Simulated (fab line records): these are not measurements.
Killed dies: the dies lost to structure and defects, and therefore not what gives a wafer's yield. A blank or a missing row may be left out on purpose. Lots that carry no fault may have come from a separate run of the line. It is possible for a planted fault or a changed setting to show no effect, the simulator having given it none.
Lot-split experiment :: flow n5-finfet :: 39 wafers read from 7 lots, route of 1938 steps

== SPLIT DETAILS ==
At N5_GATE_CUT_ETCH_56 (etches TiN in Cl2/Ar, target depth 21.6 nm), the setting icp-w was moved away from the recipe's 600 W on 9 of the 39 wafers read, by +5.1% to +11.3%. All remaining wafers had this setting at the recipe value.

The split's own step is where the reading is taken.

== THE READING ==
etch.depth-nm (the simulator's own value, which no gauge read), in nm, at N5_GATE_CUT_ETCH_56 (etches TiN in Cl2/Ar, target depth 21.6 nm). The file gives no usual value for it. Across the 30 wafers here that went through the recipe, the average is 21.98 nm and the standard deviation 0.32 nm.

wafer: L076.1
tool, chamber at the split: rie-metal-03, 1
icp-w as run, W: 667.5
against the recipe: +11.3%
etch.depth-nm, nm: 23.78
against lot-mates on the recipe: +2.15

wafer: L076.2
tool, chamber at the split: rie-metal-03, 1
icp-w as run, W: 667.5
against the recipe: +11.3%
etch.depth-nm, nm: 23.69
against lot-mates on the recipe: +2.06

wafer: L076.3
tool, chamber at the split: rie-metal-03, 1
icp-w as run, W: 667.5
against the recipe: +11.3%
etch.depth-nm, nm: 23.83
against lot-mates on the recipe: +2.20

wafer: L076.4
tool, chamber at the split: rie-metal-03, 1
icp-w as run, W: 600
against the recipe: recipe
etch.depth-nm, nm: 21.49
against lot-mates on the recipe: -

wafer: L076.5
tool, chamber at the split: rie-metal-03, 1
icp-w as run, W: 600
against the recipe: recipe
etch.depth-nm, nm: 21.63
against lot-mates on the recipe: -

wafer: L076.6
tool, chamber at the split: rie-metal-03, 1
icp-w as run, W: 600
against the recipe: recipe
etch.depth-nm, nm: 21.77
against lot-mates on the recipe: -

wafer: L080.1
tool, chamber at the split: rie-metal-02, 0
icp-w as run, W: 600
against the recipe: recipe
etch.depth-nm, nm: 21.91
against lot-mates on the recipe: -

wafer: L080.2
tool, chamber at the split: rie-metal-02, 1
icp-w as run, W: 600
against the recipe: recipe
etch.depth-nm, nm: 22.16
against lot-mates on the recipe: -

wafer: L080.3
tool, chamber at the split: rie-metal-02, 0
icp-w as run, W: 600
against the recipe: recipe
etch.depth-nm, nm: 21.96
against lot-mates on the recipe: -

wafer: L080.4
tool, chamber at the split: rie-metal-02, 1
icp-w as run, W: 600
against the recipe: recipe
etch.depth-nm, nm: 22.18
against lot-mates on the recipe: -

wafer: L080.5
tool, chamber at the split: rie-metal-02, 0
icp-w as run, W: 600
against the recipe: recipe
etch.depth-nm, nm: 21.99
against lot-mates on the recipe: -

wafer: L080.6
tool, chamber at the split: rie-metal-02, 1
icp-w as run, W: 600
against the recipe: recipe
etch.depth-nm, nm: 22.34
against lot-mates on the recipe: -

wafer: L081.1
tool, chamber at the split: rie-metal-03, 1
icp-w as run, W: 630.8
against the recipe: +5.1%
etch.depth-nm, nm: 22.36
against lot-mates on the recipe: +1.06

wafer: L081.2
tool, chamber at the split: rie-metal-03, 1
icp-w as run, W: 630.8
against the recipe: +5.1%
etch.depth-nm, nm: 22.44
against lot-mates on the recipe: +1.14

wafer: L081.3
tool, chamber at the split: rie-metal-03, 1
icp-w as run, W: 600
against the recipe: recipe
etch.depth-nm, nm: 21.33
against lot-mates on the recipe: -

wafer: L081.4
tool, chamber at the split: rie-metal-03, 1
icp-w as run, W: 600
against the recipe: recipe
etch.depth-nm, nm: 21.3
against lot-mates on the recipe: -

wafer: L081.5
tool, chamber at the split: rie-metal-03, 1
icp-w as run, W: 600
against the recipe: recipe
etch.depth-nm, nm: 21.26
against lot-mates on the recipe: -

wafer: L081.6
tool, chamber at the split: rie-metal-03, 1
icp-w as run, W: 630.8
against the recipe: +5.1%
etch.depth-nm, nm: 22.33
against lot-mates on the recipe: +1.03

wafer: L082.1
tool, chamber at the split: rie-metal-02, 0
icp-w as run, W: 600
against the recipe: recipe
etch.depth-nm, nm: 21.92
against lot-mates on the recipe: -

wafer: L082.2
tool, chamber at the split: rie-metal-02, 1
icp-w as run, W: 600
against the recipe: recipe
etch.depth-nm, nm: 22.22
against lot-mates on the recipe: -

wafer: L082.3
tool, chamber at the split: rie-metal-02, 1
icp-w as run, W: 652.7
against the recipe: +8.8%
etch.depth-nm, nm: 24.14
against lot-mates on the recipe: +1.96

wafer: L082.4
tool, chamber at the split: rie-metal-02, 0
icp-w as run, W: 652.7
against the recipe: +8.8%
etch.depth-nm, nm: 23.73
against lot-mates on the recipe: +1.55

wafer: L082.5
tool, chamber at the split: rie-metal-02, 0
icp-w as run, W: 652.7
against the recipe: +8.8%
etch.depth-nm, nm: 23.74
against lot-mates on the recipe: +1.56

wafer: L082.6
tool, chamber at the split: rie-metal-02, 1
icp-w as run, W: 600
against the recipe: recipe
etch.depth-nm, nm: 22.39
against lot-mates on the recipe: -

wafer: L091.1
tool, chamber at the split: rie-metal-02, 1
icp-w as run, W: 600
against the recipe: recipe
etch.depth-nm, nm: 22.38
against lot-mates on the recipe: -

wafer: L091.3
tool, chamber at the split: rie-metal-02, 0
icp-w as run, W: 600
against the recipe: recipe
etch.depth-nm, nm: 22.15
against lot-mates on the recipe: -

wafer: L091.4
tool, chamber at the split: rie-metal-02, 1
icp-w as run, W: 600
against the recipe: recipe
etch.depth-nm, nm: 22.37
against lot-mates on the recipe: -

wafer: L092.1
tool, chamber at the split: rie-metal-02, 1
icp-w as run, W: 600
against the recipe: recipe
etch.depth-nm, nm: 22.3
against lot-mates on the recipe: -

wafer: L092.2
tool, chamber at the split: rie-metal-02, 0
icp-w as run, W: 600
against the recipe: recipe
etch.depth-nm, nm: 21.87
against lot-mates on the recipe: -

wafer: L092.3
tool, chamber at the split: rie-metal-02, 0
icp-w as run, W: 600
against the recipe: recipe
etch.depth-nm, nm: 21.81
against lot-mates on the recipe: -

wafer: L092.4
tool, chamber at the split: rie-metal-02, 1
icp-w as run, W: 600
against the recipe: recipe
etch.depth-nm, nm: 22.29
against lot-mates on the recipe: -

wafer: L092.5
tool, chamber at the split: rie-metal-02, 0
icp-w as run, W: 600
against the recipe: recipe
etch.depth-nm, nm: 21.94
against lot-mates on the recipe: -

wafer: L092.6
tool, chamber at the split: rie-metal-02, 1
icp-w as run, W: 600
against the recipe: recipe
etch.depth-nm, nm: 22.16
against lot-mates on the recipe: -

wafer: L095.1
tool, chamber at the split: rie-metal-02, 0
icp-w as run, W: 600
against the recipe: recipe
etch.depth-nm, nm: 21.72
against lot-mates on the recipe: -

wafer: L095.2
tool, chamber at the split: rie-metal-02, 1
icp-w as run, W: 600
against the recipe: recipe
etch.depth-nm, nm: 22.17
against lot-mates on the recipe: -

wafer: L095.3
tool, chamber at the split: rie-metal-02, 0
icp-w as run, W: 600
against the recipe: recipe
etch.depth-nm, nm: 22.01
against lot-mates on the recipe: -

wafer: L095.4
tool, chamber at the split: rie-metal-02, 1,0
icp-w as run, W: 600
against the recipe: recipe
etch.depth-nm, nm: 22.04
against lot-mates on the recipe: -

wafer: L095.6
tool, chamber at the split: rie-metal-02, 1,0
icp-w as run, W: 600
against the recipe: recipe
etch.depth-nm, nm: 22.04
against lot-mates on the recipe: -

wafer: L095.5
tool, chamber at the split: rie-metal-02, 1
icp-w as run, W: 600
against the recipe: recipe
etch.depth-nm, nm: 22.19
against lot-mates on the recipe: -
If several chambers appear in one row, that row covers several wafers at once and the file leaves open which wafer was in which chamber.

FIT RESULTS
A straight line over all 39 wafers: etch.depth-nm changes by +0.171 nm for each +1% of icp-w; r = +0.89; the points scatter about the line by 0.34 nm.
The same after taking each lot's own level away (the mean of its wafers on the recipe; 39 wafers): +0.193 nm for each +1%; r = +0.98; scatter 0.15 nm.
According to that fit, moving icp-w by its largest amount changes the reading by 2.2 nm.
Across the lots, their own levels run from 21.297 to 22.300 nm, a range of 3.2 times the standard deviation given above.
In other words, the slope is changed by the lot-to-lot level; the two fits disagree.
Check: +2.18 nm against its lot-mates is what the line predicts for one of the wafers moved furthest among these (+11.3%) when that wafer is left out of the fit. Against them it came out at +2.15 nm.

== OTHER SPLITS APPLIED TO THESE WAFERS ==
Note: prior to the reading, these wafers also went through further splits. Each is held against what the fit with the lots' levels taken away leaves over:
other split on the same wafers: N5_DUMMY_GATE_ETCH_37 source-w
wafers away from the commonest value: 15
r with etch.depth-nm (lot level and that fit taken away): +0.07

other split on the same wafers: N5_DUMMY_GATE_ETCH_42 bias-w
wafers away from the commonest value: 12
r with etch.depth-nm (lot level and that fit taken away): -0.15

other split on the same wafers: N5_HKMG_FIN_ETCH_55 bias-w
wafers away from the commonest value: 18
r with etch.depth-nm (lot level and that fit taken away): -0.26

== THE FILE'S OWN FIT ==
etch.depth-nm changes by +0.193 nm for each +1% of icp-w, r = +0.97.
